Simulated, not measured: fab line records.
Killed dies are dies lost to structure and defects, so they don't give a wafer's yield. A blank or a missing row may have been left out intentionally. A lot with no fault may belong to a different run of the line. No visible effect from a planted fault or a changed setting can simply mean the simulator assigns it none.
A single fault, viewed from 2 desks    flow n5-finfet    only its own numbers are on each desk; what lay behind them is given at the end

== METROLOGY DESK ==
Lot by lot, what the gauges showed, no matter which tool ran the lot: averages of those sampled wafers that carry a number. Any lot whose mean is over 4 standard deviations away from the usual mean is out of limits and marked OUT; that distance is given in the brackets. Of its 11 readings 7 are shown: the one that was out of limits first, and those that lie furthest out on some lot.
Columns: A = CJ_P at N5_BEOL_M4_RC_MEAS_101, usual 5.81; B = DIBL_N at N5_BEOL_M4_RC_MEAS_101, usual 36.3 mV/V; C = DIBL_P at N5_BEOL_M4_RC_MEAS_101, usual 36.2 mV/V; D = ION_N at N5_BEOL_M4_RC_MEAS_101, usual 676 uA/um; E = ION_P at N5_BEOL_M4_RC_MEAS_101, usual 463 uA/um; F = SS_N at N5_BEOL_M4_RC_MEAS_101, usual 71.4 mV/dec; G = SS_P at N5_BEOL_M4_RC_MEAS_101, usual 73.3 mV/dec
lot   first seen here  A                B     C     D    E    F     G
L535  day 7 19:00      5.82             35.3  34.8  673  458  71.5  73.3
L536  day 8 13:32      5.84             38.5  37.8  678  467  72.1  73.6
L538  day 8 15:43      5.86             37.4  37.2  674  466  71.4  74.1
L542  day 9 22:52      5.63             36.2  33.8  671  465  70.8  72.7
L543  day 10 02:14     5.07 (-5.2) OUT  35.3  35.0  676  454  70.6  72.9
L544  day 10 06:29     5.73             34.6  35.6  687  464  71.4  72.8
L551  day 12 01:35     5.76             37.2  36.6  677  460  71.5  73.5
L555  day 13 08:55     5.89             35.0  35.8  675  463  70.9  72.3
L556  day 13 12:47     5.86             35.1  36.8  670  464  70.9  73.3
L558  day 14 01:29     5.98             36.3  36.0  669  459  71.4  73.8
Finding of this desk: L543 out of limits, first seen on L543 at day 10 02:14 (CJ_P at N5_BEOL_M4_RC_MEAS_101). In limits: L535, L536, L538, L542, L544, L551, L555, L556, L558.

== DESK OF THE TOOL OWNER: rie-si-01 ==
The tool's own readings at N5_SD_EPI_P_SD_RECESS_17 (chemistry HBr/Cl2/O2, target depth 39.1 nm, bt time 3 s): means of the sampled wafers that have a number, for each lot that ran on this tool. Any lot whose mean is over 4 standard deviations away from the usual mean is out of limits and marked OUT; that distance is given in the brackets.
Columns: A = O2_flow_sccm at N5_SD_EPI_P_SD_RECESS_17, usual 12.00 sccm; B = drypump-motor-current-A at N5_SD_EPI_P_SD_RECESS_17, usual 5.7 A; C = oes-product-au at N5_SD_EPI_P_SD_RECESS_17, usual 1.008 a.u.; D = throttle-valve-pct at N5_SD_EPI_P_SD_RECESS_17, usual 36.95 %
lot   first seen here  A      B    C      D
L536  day 3 13:35      12.01  5.8  1.001  36.83
L542  day 5 01:17      12.06  6.0  1.018  36.70
L543  day 5 07:15      12.00  5.3  1.014  37.08
L544  day 5 13:37      11.97  5.5  1.009  37.02
L558  day 9 00:20      11.98  6.0  1.003  36.70
Result from this desk: across the 5 lots, nothing is out of limits.

== ALL TOGETHER ==
At day 10 02:14 the metrology desk could have sounded an alarm, on L543.
Nothing out of limits was seen by the tool owner's desk.
On record at the tool owner's desk: L543, within its limits.
N5_SD_EPI_P_SD_RECESS_17 was run on rie-si-01 by each of the lots named.

== WHAT WAS PUT IN BY THE SIMULATOR ==
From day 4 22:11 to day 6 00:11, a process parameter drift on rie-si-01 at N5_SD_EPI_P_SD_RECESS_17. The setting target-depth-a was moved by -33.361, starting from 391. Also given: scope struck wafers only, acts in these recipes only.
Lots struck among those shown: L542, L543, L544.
Delay in hours, fault start to first out-of-limits reading, per desk: metrology desk 124.
